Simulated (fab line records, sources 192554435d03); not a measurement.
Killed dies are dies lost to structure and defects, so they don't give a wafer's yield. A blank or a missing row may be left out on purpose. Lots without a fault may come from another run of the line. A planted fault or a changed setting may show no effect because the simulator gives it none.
One fault seen from 3 desks | flow n5_finfet | each desk has only its own numbers; what lay behind them comes last

THE TOOL OWNER'S DESK: rie_si-03
The tool's own readings at N5_FIN_CUT_CUT_ETCH_28 (etches Si in HBr/Cl2/O2, target depth 6 nm, time 2.4 s): means of the sampled wafers that have a number, for each lot that ran on this tool. A lot is out of limits, marked OUT, if its mean lies more than 4 standard deviations from the usual mean; the brackets give that distance.
Columns: A = HBr_flow_sccm at N5_FIN_CUT_CUT_ETCH_28, usual 150.0 sccm; B = drypump_motor_current_A at N5_FIN_CUT_CUT_ETCH_28, usual 5.7 A; C = mfc_cl2_sccm at N5_FIN_CUT_CUT_ETCH_28, usual 80.01 sccm; D = oes_product_au at N5_FIN_CUT_CUT_ETCH_28, usual 1.003 a.u.; E = throttle_valve_pct at N5_FIN_CUT_CUT_ETCH_28, usual 37.15 %
lot  | first seen here | A     | B   | C     | D     | E
L816 | day 2 16:00     | 149.9 | 5.1 | 80.20 | 1.003 | 37.32
L827 | day 5 10:32     | 150.2 | 5.3 | 79.96 | 1.034 | 37.14
L828 | day 5 18:11     | 150.1 | 5.2 | 80.21 | 1.037 | 37.08
This desk's finding: nothing out of limits on any of the 3 lots.

THE METROLOGY DESK
What the gauges read, lot by lot, whatever tool the lot ran on: means of the sampled wafers that have a number. A lot is out of limits, marked OUT, if its mean lies more than 4 standard deviations from the usual mean; the brackets give that distance. Of its 10 readings 7 are shown: those that lie furthest out on some lot.
Columns: A = DIBL_N at N5_BEOL_M4_RC_MEAS_101, usual 36.0 mV/V; B = DIBL_P at N5_BEOL_M4_RC_MEAS_101, usual 36.2 mV/V; C = IOFF_N at N5_BEOL_M4_RC_MEAS_101, usual 0.16 nA/um; D = ION_P at N5_BEOL_M4_RC_MEAS_101, usual 463 uA/um; E = SS_N at N5_BEOL_M4_RC_MEAS_101, usual 71.6 mV/dec; F = SS_P at N5_BEOL_M4_RC_MEAS_101, usual 73.3 mV/dec; G = VT_N at N5_BEOL_M4_RC_MEAS_101, usual 250 mV
lot  | first seen here | A    | B    | C    | D   | E    | F    | G
L816 | day 8 20:29     | 35.0 | 36.7 | 0.14 | 455 | 71.2 | 73.5 | 253
L823 | day 10 11:26    | 33.6 | 33.0 | 0.12 | 462 | 70.7 | 72.3 | 253
L827 | day 11 09:58    | 36.0 | 37.5 | 0.18 | 469 | 71.5 | 73.1 | 248
L828 | day 12 05:01    | 33.8 | 34.0 | 0.12 | 466 | 71.4 | 72.9 | 254
L834 | day 13 20:56    | 37.5 | 37.4 | 0.17 | 466 | 72.0 | 73.9 | 252
L837 | day 14 04:59    | 35.4 | 34.8 | 0.14 | 461 | 71.6 | 73.7 | 253
This desk's finding: nothing out of limits on any of the 6 lots.

THE DEFECT DESK
What the inspections along the route counted, lot by lot: means of the sampled wafers that have a number. A lot is out of limits, marked OUT, if its mean lies more than 4 standard deviations from the usual mean; the brackets give that distance.
Columns: A = raw_defect_count at N5_FIN_CUT_INSPECT_10, usual 40
lot  | first seen here | A
L816 | day 2 15:17     | 37
L823 | day 4 09:41     | 41
L827 | day 5 09:49     | 34
L828 | day 5 17:22     | 47
L834 | day 7 02:40     | 33
L837 | day 7 21:20     | 41
This desk's finding: nothing out of limits on any of the 6 lots.

PUT TOGETHER
The tool owner's desk saw nothing out of limits.
The metrology desk saw nothing out of limits.
The defect desk saw nothing out of limits.

WHAT THE SIMULATOR HAD PUT IN
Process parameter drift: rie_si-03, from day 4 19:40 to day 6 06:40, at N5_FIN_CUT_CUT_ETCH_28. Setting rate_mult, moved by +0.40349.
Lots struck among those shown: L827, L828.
